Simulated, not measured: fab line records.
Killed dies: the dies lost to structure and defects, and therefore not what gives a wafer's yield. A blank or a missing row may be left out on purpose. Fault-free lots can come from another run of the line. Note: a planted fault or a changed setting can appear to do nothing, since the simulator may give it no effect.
fab line records	flow n5Finfet
[record] lots = 9	wafers = 27	lastDay = 19
route steps=1938 shown FIN_CUT@176 STI_FIN_REVEAL@191 DUMMY_GATE@219 BEOL_M4@1111 PASSIVATION@1936
lots that met no fault: taken from a fault-free run of the same line
startH: hours from the record's first day to the start of the lot's first wafer shown	waitH: hours elapsed since this lot's preceding step	" as in the row above	L1.1+2: a single row standing in for several wafers	- no value, or no start given	* or withheld: withheld	< > ~ a bound
route shown NAME@n: NAME is a module with steps in the file, n the number in the route of the first one	usual: average and standard deviation across the fault-free wafers	same: alike in all rows	chamber/n: place in a boat	sites: per-site readings	_std_site: their standard deviation	_edge_site: the outer-site mean with the inner-site mean subtracted	radiusMm: how far each site lies from the wafer's centre	mask NAME#n: copy n	behind: tool/chamber where the wafer was last shaped	hold: cause of the lot's hold/its duration in hours/its outcome	device: transistor that didn't switch, given as n, p or np	end of line: the route-end tests of the same wafers	for a step that has no rows: nothing shown but its recipe	killed: count of dies lost to structure and defects at first sort (not the wafer's yield)	map: dies across one wafer; x = killed, . = not, _ = none there
set.NAME: the setting the step ran with; set.NAME@STEP: the setting that earlier step ran with	model.NAME: the simulator's own value behind a step, which no gauge read
a sample of lots followed through the steps of the route, with each step as a table and each wafer as a row
services: the hour from which a tool's chamber was out of use, counted from the record's first day as startH (under 0 if before that day), plus the number of hours and why
[[steps]]
[step N5_FIN_CUT_CUT_ETCH_15]
[recipe] chemistry = HBr/Cl2/O2	target = Si	targetDepthA = 1000	btTimeS = 10	maskMaterial = SOC	timeS = 42.4	ionEnergyEv = *	biasW = *	pressureMtorr = 10	icpW = 800	HBr_flow_sccm = 150	Cl2_flow_sccm = 80	O2_flow_sccm = 12
[usual] biasW = *	drypumpMotorCurrentA = 5.6/0.61	oes_o_777_au = 1.002/0.03	oesProductAu = 1.007/0.016	throttleValvePct = 37.2/0.35
lot.wafer	tool	chamber	startH	waitH	biasW	drypumpMotorCurrentA	oes_o_777_au	oesProductAu	rfHoursCounterH	throttleValvePct
L970.2	rieSi-05	1	35.87	0.1	*	5.0	1.017	1.001	6	37.7
L970.3	"	2	"	"	*	5.2	0.962	0.969	110	36.8
L970.4	"	3	"	"	*	6.1	0.943	0.992	66	37.4
L974.3	rieSi-06	3	57.63	0.0	*	5.5	1.048	1.009	13	37.4
L974.5	"	2	"	"	*	5.7	0.985	0.990	-	36.8
L974.6	"	1	"	"	*	5.6	1.011	1.027	-	37.1
L978.1	rieSi-03	3	83.46	0.1	*	4.7	0.985	1.026	197	38.0
L978.4	"	1	"	"	*	6.3	0.977	1.001	159	37.3
L978.6	"	2	"	"	*	6.7	1.044	1.019	-	36.8
L979.1	rieSi-03	2	87.26	0.1	*	6.7	1.036	1.016	187	36.8
L979.2	"	1	"	"	*	6.3	0.971	1.007	159	37.3
L979.4	"	3	"	"	*	4.7	0.989	1.024	197	38.0
L980.2	rieSi-03	1	93.91	0.1	*	6.3	0.979	0.995	160	37.3
L980.3	"	0	"	"	*	5.1	0.989	1.008	106	37.2
L980.6	"	0	"	"	*	5.1	0.994	1.013	-	37.2
L982.2	rieSi-03	1	106.35	0.1	*	6.3	0.972	0.995	160	37.3
L982.3	"	0	"	"	*	5.1	0.997	1.018	106	37.2
L982.5	"	1	"	"	*	6.3	0.977	1.002	-	37.3
L983.2	rieSi-06	1	111.21	0.1	*	5.6	1.012	1.024	186	37.1
L983.4	"	0	"	"	*	5.0	0.991	1.017	20	37.2
L983.5	"	0	"	"	*	5.0	0.992	1.010	-	37.2
L984.2	rieSi-05	0	117.47	0.1	*	5.7	1.065	1.029	192	37.3
L984.4	"	3	"	"	*	6.1	0.945	0.991	67	37.4
L984.5	"	2	"	"	*	5.2	0.964	0.972	-	36.8
L991.1	rieSi-06	2	170.47	0.1	*	5.7	0.986	0.988	4	36.8
L991.2	"	3	"	"	*	5.6	1.053	1.011	14	37.4
L991.3	"	0	"	"	*	5.0	0.993	1.021	20	37.2
[step N5_STI_FIN_REVEAL_STRIP_24]
[recipe] chemistry = N2/H2	timeS = 90	powerW = 100	tempC = 40	pressureMtorr = 100	rfFrequencyHz = 6e+07	biasPowerW = 3	n2FlowSccm = 300	h2FlowSccm = 300
[usual] drypumpMotorCurrentA = 5.9/0.43	n2FlowSccm = 299.9/0.85	oesProductAu = 0.81/0.069	rfVppV = 45.5/0.84	showerheadPlenumPTorr = 3.43/0.1	throttleValvePct = 12.19/0.26
lot.wafer	tool	chamber	startH	waitH	drypumpMotorCurrentA	n2FlowSccm	oesProductAu	rfHoursCounterH	rfVppV	showerheadPlenumPTorr	throttleValvePct
L970.2	rieDiel-04	1	42.60	0.0	5.3	298.8	0.87	46	46.3	3.42	11.74
L970.3	"	2	"	"	5.5	300.2	0.75	153	46.9	3.51	12.66
L970.4	"	3	"	"	6.5	299.4	0.79	137	46.1	3.52	11.95
L974.3	rieDiel-06	2	63.88	0.0	5.1	300.2	0.77	139	45.8	3.52	12.15
L974.5	"	3	"	"	5.9	299.4	0.78	-	45.3	3.39	12.09
L974.6	"	2	"	"	5.1	301.5	0.76	-	44.2	3.52	12.15
L978.1	rieDiel-04	2	89.55	0.0	5.4	299.0	0.74	170	46.4	3.50	12.68
L978.4	"	0	"	"	6.4	300.2	0.71	239	43.0	3.20	12.54
L978.6	"	2	"	"	5.4	299.9	0.73	-	45.0	3.50	12.67
L979.1	rieDiel-06	3	94.56	0.0	5.9	300.0	0.78	118	45.1	3.38	12.10
L979.2	"	1	"	"	5.7	299.7	0.87	43	45.8	3.43	12.09
L979.4	"	0	"	"	6.0	300.3	0.76	160	45.4	3.36	12.42
L980.2	rieDiel-04	1	100.15	0.0	5.3	300.2	0.84	66	45.0	3.41	11.79
L980.3	"	0	"	"	6.4	300.9	0.69	242	45.8	3.20	12.55
L980.6	"	1	"	"	5.3	301.5	0.84	-	45.8	3.41	11.79
L982.2	rieDiel-04	3	112.38	0.0	6.4	300.8	0.77	161	45.4	3.51	12.02
L982.3	"	2	"	"	5.5	299.4	0.72	178	46.4	3.50	12.71
L982.5	"	3	"	"	6.5	300.7	0.76	-	46.2	3.51	12.01
L983.2	rieDiel-06	3	117.22	0.0	5.9	301.2	0.77	126	44.0	3.38	12.13
L983.4	"	0	"	"	5.9	299.1	0.75	168	44.5	3.36	12.43
L983.5	"	0	"	"	5.9	297.7	0.75	-	44.6	3.36	12.44
L984.2	rieDiel-04	2	124.63	0.0	5.4	300.2	0.73	181	45.3	3.49	12.72
L984.4	"	3	"	"	6.5	301.7	0.78	-	47.5	3.50	12.04
L984.5	"	1	"	"	5.4	299.2	0.84	-	46.4	3.41	11.82
L991.1	rieDiel-01	0	177.45	0.0	5.7	299.7	0.85	69	46.5	3.56	12.20
L991.2	"	2	"	"	6.2	300.3	0.85	64	44.9	3.29	12.19
L991.3	"	1	"	"	5.8	300.2	0.83	87	46.1	3.41	12.16
[step N5_STI_FIN_REVEAL_PRECLEAN_32]
[recipe] chemistry = NF3:NH3	afsCycles = 1	tempC = 30	timeS = 20	sublimationTempC = 180	sublimationTimeS = 60	pressureTorr = 3	rfPowerW = 30
[usual] pressureTorr = 3.000/0.0059
lot.wafer	tool	chamber	startH	waitH	pressureTorr
L970.2	remotePlasma-02	1	45.09	0.1	2.996
L970.3	"	1	"	"	2.994
L970.4	"	1	"	"	3.004
L974.3	remotePlasma-01	0	66.43	0.1	3.006
L974.5	"	0	"	"	3.001
L974.6	"	0	"	"	2.996
L978.1	remotePlasma-01	1	92.00	0.1	2.998
L978.4	"	1	"	"	3.005
L978.6	"	1	"	"	2.998
L979.1	remotePlasma-02	1	97.07	0.1	3.000
L979.2	"	1	"	"	2.992
L979.4	"	1	"	"	3.002
L980.2	remotePlasma-02	1	103.19	0.1	3.001
L980.3	"	1	"	"	2.993
L980.6	"	1	"	"	2.990
L982.2	remotePlasma-01	1	114.91	0.1	3.009
L982.3	"	1	"	"	3.005
L982.5	"	1	"	"	3.001
L983.2	remotePlasma-01	1	119.70	0.1	3.008
L983.4	"	1	"	"	2.996
L983.5	"	1	"	"	3.006
L984.2	remotePlasma-02	1	127.15	0.1	2.998
L984.4	"	1	"	"	3.001
L984.5	"	1	"	"	3.002
L991.1	remotePlasma-01	0	180.11	0.1	3.008
L991.2	"	0	"	"	3.004
L991.3	"	0	"	"	2.998
[step N5_STI_FIN_REVEAL_INSPECT_13]
[recipe] inspectInstrument = darkfield	mode = postClean
[usual] rawDefectCount = 11/5.2
lot.wafer	tool	chamber	startH	waitH	rawDefectCount
L970.2	defectInspect-01	-	45.61	0.0	14
L970.3	"	-	"	"	10
L970.4	"	-	"	"	10
L974.3	defectInspect-01	-	66.92	0.0	8
L974.5	"	-	"	"	15
L974.6	"	-	"	"	7
L978.1	defectInspect-02	-	92.62	0.0	12
L978.4	"	-	"	"	19
L978.6	"	-	"	"	21
L979.1	defectInspect-01	-	97.62	0.0	6
L979.2	"	-	"	"	16
L979.4	"	-	"	"	10
L980.2	defectInspect-02	-	103.71	0.0	7
L980.3	"	-	"	"	16
L980.6	"	-	"	"	9
L982.2	defectInspect-02	-	115.44	0.0	17
L982.3	"	-	"	"	16
L982.5	"	-	"	"	4
L983.2	defectInspect-01	-	120.22	0.0	23
L983.4	"	-	"	"	10
L983.5	"	-	"	"	10
L984.2	defectInspect-01	-	127.77	0.0	646
L984.4	"	-	"	"	652
L984.5	"	-	"	"	668
L991.1	defectInspect-01	-	180.66	0.0	7
L991.2	"	-	"	"	9
L991.3	"	-	"	"	11
[step N5_DUMMY_GATE_THK_MEAS_05]
[usual] thkNm = 72.1/1.1
lot.wafer	tool	chamber	startH	waitH	thkNm
L970.2	filmMetro-01	-	51.54	0.2	71.0
L970.3	"	-	"	"	69.8
L970.4	"	-	"	"	71.3
L974.3	filmMetro-01	-	71.92	0.1	73.3
L974.5	"	-	"	"	73.0
L974.6	"	-	"	"	72.8
L978.1	filmMetro-02	-	97.10	0.1	73.1
L978.4	"	-	"	"	73.7
L978.6	"	-	"	"	72.6
L979.1	filmMetro-02	-	101.81	0.2	73.9
L979.2	"	-	"	"	73.7
L979.4	"	-	"	"	75.6
L980.2	filmMetro-02	-	108.04	0.2	72.0
L980.3	"	-	"	"	72.4
L980.6	"	-	"	"	71.3
L982.2	filmMetro-02	-	119.63	0.2	72.7
L982.3	"	-	"	"	72.1
L982.5	"	-	"	"	71.9
L983.2	filmMetro-02	-	126.83	0.1	69.8
L983.4	"	-	"	"	72.3
L983.5	"	-	"	"	71.6
L984.2	filmMetro-01	-	133.78	0.2	72.4
L984.4	"	-	"	"	73.0
L984.5	"	-	"	"	72.0
L991.1	filmMetro-01	-	186.89	0.2	73.4
L991.2	"	-	"	"	74.9
L991.3	"	-	"	"	72.5
[step N5_BEOL_M4_RC_MEAS_101]
[usual] DIBL_N = 36.5/1.2	DIBL_P = 36.5/1.6	IOFF_N = 0.162/0.023	IOFF_P = 0.221/0.03	ION_N = 678/8	ION_P = 466/6.3	SS_N = 71.6/0.46	SS_P = 73.3/0.57	VT_N = 249.2/2.6	VT_P = -249/3.3
lot.wafer	tool	chamber	startH	waitH	DIBL_N[mV/V]	DIBL_P[mV/V]	IOFF_N[nA/um]	IOFF_P[nA/um]	ION_N[uA/um]	ION_P[uA/um]	SS_N[mV/dec]	SS_P[mV/dec]	VT_N[mV]	VT_P[mV]
L970.2	prober-02	0	227.78	0.2	36.0	36.5	0.144	0.206	675	469	71.5	73.3	252.9	-250
L970.3	"	0	"	"	37.7	39.4	0.172	0.268	675	476	71.9	73.8	246.7	-247
L970.4	"	0	"	"	38.3	39.4	0.186	0.272	688	475	71.6	73.1	248.1	-244
L974.3	prober-02	0	251.41	0.3	36.1	37.8	0.161	0.257	681	471	72.2	74.1	250.2	-245
L974.5	"	0	"	"	36.5	37.9	0.169	0.252	686	475	72.2	73.7	248.9	-245
L974.6	"	0	"	"	35.3	36.7	0.151	0.234	677	470	72.2	73.3	248.3	-245
L978.1	prober-02	0	265.30	0.0	37.9	37.1	0.180	0.229	680	463	71.7	73.1	246.5	-248
L978.4	"	0	"	"	38.1	36.4	0.169	0.214	674	460	71.5	73.1	248.7	-249
L978.6	"	0	"	"	38.1	37.2	0.179	0.227	678	468	72.0	72.6	247.2	-252
L979.1	prober-01	0	266.00	0.0	34.8	35.7	0.142	0.203	668	463	71.2	72.7	250.4	-250
L979.2	"	0	"	"	38.3	39.0	0.199	0.261	684	465	72.4	74.4	245.0	-247
L979.4	"	0	"	"	37.4	37.6	0.173	0.230	665	458	72.0	73.6	249.0	-251
L980.2	prober-02	0	287.76	0.2	35.7	35.1	0.158	0.179	681	454	71.3	73.0	252.5	-254
L980.3	"	0	"	"	36.7	35.9	0.175	0.192	680	455	71.9	73.6	246.2	-254
L980.6	"	0	"	"	36.8	36.9	0.188	0.210	689	463	72.1	73.7	249.9	-250
L982.2	prober-01	0	290.62	0.2	36.6	36.6	0.161	0.226	682	467	71.9	73.1	251.7	-247
L982.3	"	0	"	"	36.0	36.7	0.152	0.232	670	466	71.6	73.4	251.2	-251
L982.5	"	0	"	"	37.1	37.6	0.177	0.246	686	471	71.3	72.5	247.3	-246
L983.2	prober-02	0	291.12	0.3	35.8	35.7	0.152	0.210	676	464	71.9	73.0	250.9	-250
L983.4	"	0	"	"	36.0	35.9	0.150	0.220	668	458	71.1	72.9	252.0	-249
L983.5	"	0	"	"	37.3	36.7	0.168	0.224	667	461	71.9	74.1	250.8	-248
L984.2	prober-02	0	312.46	0.2	36.4	36.0	0.158	0.192	674	459	72.3	73.2	247.5	-252
L984.4	"	0	"	"	35.2	34.9	0.139	0.184	671	460	71.1	73.0	249.5	-252
L984.5	"	0	"	"	35.3	34.5	0.131	0.173	667	463	71.5	72.2	254.4	-253
L991.1	prober-02	0	357.87	0.0	36.5	36.1	0.189	0.268	692	478	71.5	73.4	246.6	-241
L991.2	"	0	"	"	34.9	33.7	0.157	0.225	680	474	71.4	72.5	248.0	-245
L991.3	"	0	"	"	34.3	34.0	0.154	0.230	686	477	71.4	72.6	248.0	-246
[step N5_PASSIVATION_PROBE_49]
[usual] defectLimitedYield = 91.2/1.3	killed_at_M0_to_M3 = 34/9.2	killed_at_M4_up = 14/5	killedAtContacts = 13/6.7	killedAtFrontEnd = 39/12	killedAtOther = 4/3.3	killedDies = 104/15	killedOnRim = 14/3.7	killedOpen = 68/12	killedShort = 34/7.5	sort_bin_5_function = 5.2/0.87	sort_bin_6_memory = 3.3/0.63	sortNPass = 1076/15	sortYieldPct = 91.2/1.3
[same] grossDies = 1180	killedAtBackSide = 0	sort_bin_4_leakage[%] = 0	sort_bin_8_speed[%] = 0
lot.wafer	tool	chamber	startH	waitH	defectLimitedYield[%]	killed_at_M0_to_M3	killed_at_M4_up	killedAtContacts	killedAtFrontEnd	killedAtOther	killedDies	killedOnRim	killedOpen	killedShort	sort_bin_5_function[%]	sort_bin_6_memory[%]	sortNPass	sortYieldPct[%]
L983.4	prober-02	-	395.96	0.2	92.4	26	7	22	29	6	90	13	63	26	4.3	3.1	1090	92.4
L984.2	prober-01	-	420.36	0.1	84.7	41	5	6	126	2	180	22	48	33	9.2	3.6	1000	84.7
L984.4	prober-01	-	420.46	0.2	83.2	31	11	6	149	1	198	25	57	38	10.4	3.3	982	83.2
L984.5	prober-01	-	420.51	0.2	84.2	36	14	5	130	2	187	30	62	28	9.4	3.6	993	84.2
// killed by level:class
L983.4 MOL_CONTACT_COAG:geometricParticle:open=20 FIN_SAQP:geometricParticle:open=9 BEOL_M0_SAQP:geometricParticle:open=8 BEOL_M1:geometricParticle:open=6 STI_FIN_REVEAL:geometricParticle:open=4 BEOL_M0_SAQP:geometricParticle:short=4 PAD_METAL:geometricParticle:short=4 STARTING-WAFER:geometricParticle:short=3
L984.2 STI_FIN_REVEAL:unspecified=97 BEOL_M1:geometricParticle:open=14 BEOL_M0_SAQP:geometricParticle:short=9 BEOL_M0_SAQP:geometricParticle:open=8 FIN_SAQP:geometricParticle:short=7 STI_FIN_REVEAL:geometricParticle:open=7 MOL_CONTACT_COAG:geometricParticle:open=5 STARTING-WAFER:geometricParticle:short=4
L984.4 STI_FIN_REVEAL:unspecified=102 STI_FIN_REVEAL:geometricParticle:open=11 FIN_SAQP:geometricParticle:open=9 BEOL_M2:geometricParticle:open=8 BEOL_M0_SAQP:geometricParticle:short=7 BEOL_M4:geometricParticle:short=7 GATE_CUT:geometricParticle:short=6 MOL_CONTACT_COAG:geometricParticle:open=6
L984.5 STI_FIN_REVEAL:unspecified=97 BEOL_M0_SAQP:geometricParticle:open=10 BEOL_M4:geometricParticle:open=9 BEOL_M0_SAQP:geometricParticle:short=8 DUMMY_GATE:geometricParticle:open=7 BEOL_M1:geometricParticle:open=7 FIN_SAQP:geometricParticle:short=5 STI_FIN_REVEAL:geometricParticle:open=5
[[services]]
tool	chamber	startH	hours	kind
rieDiel-04	-	35.16	2.8	pm
rieSi-03	-	41.01	2.8	pm
rieSi-06	0	49.28	14.0	repair
rieSi-03	2	93.10	14.9	repair
rieDiel-04	1	106.06	2.9	repair
rieSi-03	-	109.49	0.4	repair
rieSi-03	3	112.39	-	clean
rieSi-03	3	112.39	14.2	scheduledDown
rieSi-03	3	112.39	14.2	ventCycle
rieDiel-04	0	124.52	-	clean
rieDiel-04	0	124.52	-	consumableReplace:focusRing
rieDiel-04	0	124.52	-	consumableReplace:showerhead
rieDiel-04	0	124.52	14.9	scheduledDown
rieDiel-04	0	124.52	14.9	ventCycle
remotePlasma-02	-	134.21	2.4	repair
rieDiel-06	-	152.62	0.9	repair
rieSi-05	0	154.87	-	clean
rieSi-05	0	154.87	22.0	scheduledDown
rieSi-05	0	154.87	22.0	ventCycle
rieDiel-01	0	161.28	4.4	repair
rieSi-06	2	177.57	1.4	repair
[[key]]
[firstSign] step = N5_STI_FIN_REVEAL_INSPECT_13	reading = rawDefectCount	direction = up	sigmas = 99+	usual = 11	struck = 655
[effect] step = N5_PASSIVATION_PROBE_49	reading = killedAtFrontEnd	direction = up	sigmas = 7.8	usual = 39	struck = 135
[moreKillsBornAt] N5_STI_FIN_REVEAL_PRECLEAN_32@remotePlasma-02 = 295
metAt N5_STI_FIN_REVEAL_PRECLEAN_32
struckLots L984
struckWafers L984.2,L984.4,L984.5
notActingAt N5_FIN_CUT_CUT_ETCH_15,N5_STI_FIN_REVEAL_STRIP_24,N5_DUMMY_GATE_THK_MEAS_05
onsetBetween 103.19 127.15
[fault] kind = chamberParticleSource	tool = remotePlasma-02	chamber = 1	onsetH = 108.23	steps = N5_STI_FIN_REVEAL_PRECLEAN_32	ratePerVisitCm2 = 0.96017	endH = 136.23
